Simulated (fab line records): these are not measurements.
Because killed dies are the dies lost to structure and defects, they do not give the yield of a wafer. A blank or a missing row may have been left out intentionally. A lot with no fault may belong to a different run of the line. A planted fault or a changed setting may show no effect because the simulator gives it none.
Chamber matching	flow n5_finfet	N5_MOL_CONTACT_COAG_ETCHBACK_132 on rie_diel-03 has 4 sister chambers
The step etches SiO2 in CHF3, target depth 10 nm, time 6.7 s. 4 wafers are shown with their chamber, then 10 later ones without.

WAFERS PAIRED WITH THEIR CHAMBERS
wafer	chamber	showerhead_plenum_p_Torr (Torr)
L084.4	3	2.28
L088.1	2	2.37
L089.2	0	2.47
L089.4	1	2.39

WAFERS WITHOUT THEIR CHAMBER
wafer	showerhead_plenum_p_Torr (Torr)
L089.5	2.47
L090.2	2.28
L090.3	2.47
L090.6	2.28
L093.1	2.39
L093.2	2.28
L093.5	2.39
L095.1	2.27
L095.3	2.39
L095.4	2.36

CHAMBER TAKEN BY EACH
wafer	from the rows above	in truth
L089.5	0	0
L090.2	3	3
L090.3	0	0
L090.6	3	3
L093.1	1	1
L093.2	3	3
L093.5	1	1
L095.1	3	3
L095.3	1	1
L095.4	2	2
Placed correctly: 10 of 10. Left unplaced by these rows: 0. 0 placed wrongly.
How it was worked out, from the rows above alone: a wafer's distance from a chamber is the root of the sum, over the readings, of the square of ((its reading less the chamber's mean) divided by the reading's scatter). The wafer belongs to the nearest chamber; if the next one is less than 2 further off, it can't be placed. For every chamber, the mean is computed from those of its wafers that are shown. The scatter: with one shown wafer a chamber, the root of the mean of the squares of how far each hidden wafer lies from its nearest shown one.
